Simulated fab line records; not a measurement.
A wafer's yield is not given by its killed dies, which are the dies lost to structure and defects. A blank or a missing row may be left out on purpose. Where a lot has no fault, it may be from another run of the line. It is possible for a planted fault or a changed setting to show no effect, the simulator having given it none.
A sampling plan put to the test	flow nand-harc	28 faults told of in these records, all on one fab line, each judged by the records of the lots it struck
Plan = the line's own looks (route steps where a gauge or an inspection reads the wafer without altering it). Where struck wafers have a number at a look and the file lists that look's usual mean and standard deviation on fault-free wafers, the look can be judged. Caught: a look later than the fault's first step finds the struck wafers' mean 4 or more of those standard deviations (sigma) from the usual mean. On the tool: the same test on the tool's own readings at the fault's steps. Caught also covers a different recipe on the struck wafers, or a record left blank for those wafers only.

THE FAULTS, as the simulator had put them in
1. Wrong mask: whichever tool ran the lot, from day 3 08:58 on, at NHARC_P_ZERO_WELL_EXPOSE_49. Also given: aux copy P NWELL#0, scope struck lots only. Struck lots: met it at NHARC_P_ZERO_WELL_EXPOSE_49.
2. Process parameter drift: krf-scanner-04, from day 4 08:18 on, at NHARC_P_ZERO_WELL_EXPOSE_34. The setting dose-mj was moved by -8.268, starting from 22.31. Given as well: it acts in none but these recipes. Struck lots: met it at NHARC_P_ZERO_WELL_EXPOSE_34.
3. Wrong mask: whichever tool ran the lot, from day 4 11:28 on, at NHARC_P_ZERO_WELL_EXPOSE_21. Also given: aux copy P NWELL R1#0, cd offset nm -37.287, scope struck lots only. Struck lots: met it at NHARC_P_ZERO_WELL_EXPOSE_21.
4. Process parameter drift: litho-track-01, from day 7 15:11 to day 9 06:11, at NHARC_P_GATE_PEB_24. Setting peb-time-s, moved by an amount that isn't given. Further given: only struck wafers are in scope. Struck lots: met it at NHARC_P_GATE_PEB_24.
5. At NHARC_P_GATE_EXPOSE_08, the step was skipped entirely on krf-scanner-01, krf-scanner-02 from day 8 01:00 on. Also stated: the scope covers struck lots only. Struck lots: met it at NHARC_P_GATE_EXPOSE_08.
6. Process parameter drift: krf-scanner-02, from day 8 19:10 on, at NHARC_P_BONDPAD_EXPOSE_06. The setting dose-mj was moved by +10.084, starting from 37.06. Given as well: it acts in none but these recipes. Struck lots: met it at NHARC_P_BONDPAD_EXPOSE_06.
7. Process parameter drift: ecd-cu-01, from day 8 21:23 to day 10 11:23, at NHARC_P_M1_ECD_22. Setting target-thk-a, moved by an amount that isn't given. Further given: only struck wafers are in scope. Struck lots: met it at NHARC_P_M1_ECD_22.
8. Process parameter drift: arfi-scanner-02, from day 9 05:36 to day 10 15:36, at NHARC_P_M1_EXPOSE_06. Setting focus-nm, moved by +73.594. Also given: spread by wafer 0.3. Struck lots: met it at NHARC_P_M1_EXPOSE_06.
9. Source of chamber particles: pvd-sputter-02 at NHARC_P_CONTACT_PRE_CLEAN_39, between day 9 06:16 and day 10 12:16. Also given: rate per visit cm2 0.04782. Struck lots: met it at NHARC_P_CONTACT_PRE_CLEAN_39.
10. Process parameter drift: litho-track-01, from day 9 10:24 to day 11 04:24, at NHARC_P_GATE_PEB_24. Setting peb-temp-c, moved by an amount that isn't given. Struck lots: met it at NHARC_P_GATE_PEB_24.
11. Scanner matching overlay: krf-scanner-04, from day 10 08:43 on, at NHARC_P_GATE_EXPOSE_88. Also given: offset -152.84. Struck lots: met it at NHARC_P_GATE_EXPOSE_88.
12. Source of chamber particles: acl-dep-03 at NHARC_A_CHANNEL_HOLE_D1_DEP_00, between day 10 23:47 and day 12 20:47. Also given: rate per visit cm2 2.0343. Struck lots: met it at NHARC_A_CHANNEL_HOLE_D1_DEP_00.
13. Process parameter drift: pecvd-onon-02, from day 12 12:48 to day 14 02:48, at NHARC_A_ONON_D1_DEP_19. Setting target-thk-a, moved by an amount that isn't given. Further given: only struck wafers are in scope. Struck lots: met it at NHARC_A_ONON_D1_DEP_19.
14. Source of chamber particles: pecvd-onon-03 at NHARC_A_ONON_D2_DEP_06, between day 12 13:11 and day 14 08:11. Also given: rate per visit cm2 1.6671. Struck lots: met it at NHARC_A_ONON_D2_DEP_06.
15. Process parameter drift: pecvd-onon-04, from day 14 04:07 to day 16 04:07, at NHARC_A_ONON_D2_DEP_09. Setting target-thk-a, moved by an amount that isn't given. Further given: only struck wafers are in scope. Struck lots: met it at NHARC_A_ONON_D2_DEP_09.
16. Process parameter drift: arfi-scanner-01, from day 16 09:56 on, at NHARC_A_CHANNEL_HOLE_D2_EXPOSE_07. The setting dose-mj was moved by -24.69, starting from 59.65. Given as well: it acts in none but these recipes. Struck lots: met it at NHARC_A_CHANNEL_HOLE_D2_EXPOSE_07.
17. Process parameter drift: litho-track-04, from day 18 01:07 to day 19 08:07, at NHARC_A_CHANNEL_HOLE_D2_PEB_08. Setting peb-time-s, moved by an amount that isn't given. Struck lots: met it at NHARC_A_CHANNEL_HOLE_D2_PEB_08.
18. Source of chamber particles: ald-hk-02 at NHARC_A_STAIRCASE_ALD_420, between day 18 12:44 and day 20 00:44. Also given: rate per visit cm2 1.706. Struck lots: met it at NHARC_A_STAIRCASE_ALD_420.
19. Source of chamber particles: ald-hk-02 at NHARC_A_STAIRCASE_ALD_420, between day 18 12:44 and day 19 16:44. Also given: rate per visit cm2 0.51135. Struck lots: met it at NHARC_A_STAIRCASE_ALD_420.
20. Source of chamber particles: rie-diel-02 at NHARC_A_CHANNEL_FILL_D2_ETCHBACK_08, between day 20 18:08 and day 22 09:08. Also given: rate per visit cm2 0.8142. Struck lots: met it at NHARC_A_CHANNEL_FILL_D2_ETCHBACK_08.
21. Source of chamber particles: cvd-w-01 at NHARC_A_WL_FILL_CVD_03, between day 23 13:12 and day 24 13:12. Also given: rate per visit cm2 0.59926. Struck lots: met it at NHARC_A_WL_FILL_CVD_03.
22. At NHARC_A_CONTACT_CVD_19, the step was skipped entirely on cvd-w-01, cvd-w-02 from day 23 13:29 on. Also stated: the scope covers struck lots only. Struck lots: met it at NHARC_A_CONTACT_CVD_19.
23. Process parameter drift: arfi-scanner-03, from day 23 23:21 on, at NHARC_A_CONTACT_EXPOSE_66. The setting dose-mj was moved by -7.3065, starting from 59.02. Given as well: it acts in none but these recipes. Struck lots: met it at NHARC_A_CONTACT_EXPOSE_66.
24. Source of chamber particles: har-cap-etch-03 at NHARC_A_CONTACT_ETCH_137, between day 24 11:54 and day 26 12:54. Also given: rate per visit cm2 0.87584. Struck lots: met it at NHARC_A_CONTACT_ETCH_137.
25. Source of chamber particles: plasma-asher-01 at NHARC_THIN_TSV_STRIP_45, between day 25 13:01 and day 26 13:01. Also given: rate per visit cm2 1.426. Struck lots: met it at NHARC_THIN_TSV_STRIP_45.
26. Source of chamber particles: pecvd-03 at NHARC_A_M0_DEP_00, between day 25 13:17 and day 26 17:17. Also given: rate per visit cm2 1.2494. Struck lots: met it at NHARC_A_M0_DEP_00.
27. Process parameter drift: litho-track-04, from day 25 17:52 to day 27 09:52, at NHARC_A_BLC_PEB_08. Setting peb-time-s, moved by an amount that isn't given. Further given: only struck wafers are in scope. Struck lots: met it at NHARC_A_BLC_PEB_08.
28. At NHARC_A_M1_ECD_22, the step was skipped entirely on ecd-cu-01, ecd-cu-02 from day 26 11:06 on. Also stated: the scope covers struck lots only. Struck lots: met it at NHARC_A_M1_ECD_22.

WHAT THE PLAN SAW
fault	on the tool itself	first look that catches it	reading, sigma	median hours from its first step to that look	hours from the fault's start to the first struck lot there	judged looks passed uncaught
1	under 2 sigma	no look after it can be judged	-	-	-	0
2	exposure-dose-mJ-cm2 -99 or beyond sigma	NHARC_P_ZERO_WELL_CD_MEAS_37	cd-nm -53	0.2	20	0
3	no reading that can be judged	NHARC_P_ZERO_WELL_CD_MEAS_24	cd-nm -33	0.2	5	0
4	no reading that can be judged	NHARC_P_GATE_CD_MEAS_26	cd-nm -16	0.1	9	0
5	no reading that can be judged	NHARC_P_GATE_INSPECT_28	raw-defect-count +99 or beyond	15.6	20	0
6	exposure-dose-mJ-cm2 +99 or beyond sigma	NHARC_P_BONDPAD_CD_MEAS_09	cd-nm +4.4	0.2	0	0
7	under 2 sigma	no look after it can be judged	-	-	-	0
8	no reading that can be judged	NHARC_P_M1_CD_MEAS_09	cd-nm +5.5	0.1	20	0
9	no reading that can be judged	NHARC_END_SORT_01	killed-at-periphery +7.2	548.7	553	0
10	plate-temp-C -25 sigma	NHARC_P_GATE_CD_MEAS_26	cd-nm +22	0.1	14	0
11	no reading that can be judged	no look after it can be judged	-	-	-	0
12	under 2 sigma	NHARC_A_CHANNEL_HOLE_D1_INSPECT_12	raw-defect-count +99 or beyond	2.5	10	0
13	no reading that can be judged	NHARC_A_ONON_D1_THK_MEAS_21	thk-nm +79	0.5	16	0
14	under 2 sigma	NHARC_END_SORT_01	killed-at-array +6.5	281.8	283	2
15	no reading that can be judged	NHARC_A_ONON_D2_THK_MEAS_11	thk-nm +44	0.5	12	0
16	exposure-dose-mJ-cm2 -44 sigma	NHARC_A_CHANNEL_HOLE_D2_CD_MEAS_10	cd-nm -55	0.1	7	0
17	no reading that can be judged	NHARC_A_CHANNEL_HOLE_D2_CD_MEAS_10	cd-nm +11	0.1	1	0
18	under 2 sigma	NHARC_END_SORT_01	killed-at-array +4.5	162.7	165	0
19	under 2 sigma	not the one look that can be judged after it	strongest: killed-at-array at NHARC_END_SORT_01, +3.3	-	-	1
20	under 2 sigma	NHARC_END_SORT_01	killed-at-array +4.7	286.5	300	2
21	under 2 sigma	NHARC_END_SORT_01	killed-at-array +4.5	208.2	210	0
22	the tool's record is blank for the struck wafers	not the one look that can be judged after it	-	-	-	1
23	exposure-dose-mJ-cm2 -19 sigma	NHARC_A_CONTACT_CD_MEAS_69	cd-nm -11	0.1	24	0
24	no reading that can be judged	none of the 2 looks that can be judged after it	strongest: killed-at-array at NHARC_END_SORT_01, +3.3	-	-	2
25	under 2 sigma	NHARC_END_SORT_01	killed-at-other +99 or beyond	15.8	32	1
26	no reading that can be judged	NHARC_A_M0_INSPECT_11	raw-defect-count +27	0.9	9	2
27	under 2 sigma	NHARC_A_BLC_CD_MEAS_10	cd-nm +18	0.1	1	0
28	the tool's record is blank for the struck wafers	NHARC_A_M1_THK_MEAS_24	thk-nm -95	1.0	4	0
A dash: the fault is not caught, or the number is missing from these records.

Caught at a look: 22 of 28. Caught on the tool: 7 of 28. By one or the other: 23 of 28.
Caught on the tool alone: fault 22.
Caught at a look alone: faults 3, 4, 5, 8, 9, 12, 13, 14, 15, 17, 18, 20, 21, 25, 26, 27.
Caught by neither: faults 1, 7, 11, 19, 24.

THINNER SAMPLING
If the look that catches a fault measured only every second or every third lot, by lot number, the first struck lot would be measured this late in the worst case:
fault	struck lots at that look, in order of time	every lot	every second lot	every third lot
2	L921, L923	20 h	may miss all 2	may miss all 2
3	L437	5 h	may miss it	may miss it
4	L488, L491	9 h	29 h	may miss all 2
5	L935, L936	20 h	32 h	may miss all 2
6	L103, L105, L110, L112	0 h	69 h	69 h
8	L799, L800	20 h	31 h	may miss all 2
9	L927, L926	553 h	561 h	may miss all 2
10	L525, L526, L527	14 h	18 h	30 h
12	L657, L658	10 h	28 h	may miss all 2
13	L958, L959	16 h	35 h	may miss all 2
14	L725, L727	283 h	may miss all 2	may miss all 2
15	L915, L918, L919	12 h	35 h	may miss all 3
16	L829, L830	7 h	18 h	may miss all 2
17	L207, L209	1 h	may miss all 2	may miss all 2
18	L336	165 h	may miss it	may miss it
20	L620, L622	300 h	may miss all 2	may miss all 2
21	L743, L744	210 h	220 h	may miss all 2
23	L127, L128	24 h	25 h	may miss all 2
25	L794, L793	32 h	32 h	may miss all 2
26	L770, L772	9 h	may miss all 2	may miss all 2
27	L581, L582, L583	1 h	4 h	11 h
28	L646, L647, L648	4 h	12 h	29 h
The hour figures run from when the fault began to the first measured lot among those it struck. The test against the limit of 4 sigma pooled every struck wafer, which means one lot taken alone may stay below that limit. Other struck lots may not be in these records.

THE LONGEST TIMED WAY FROM STEP TO LOOK
Fault 9: a median of 548.7 hours passes between NHARC_P_CONTACT_PRE_CLEAN_39 and NHARC_END_SORT_01. No look between them can be judged.
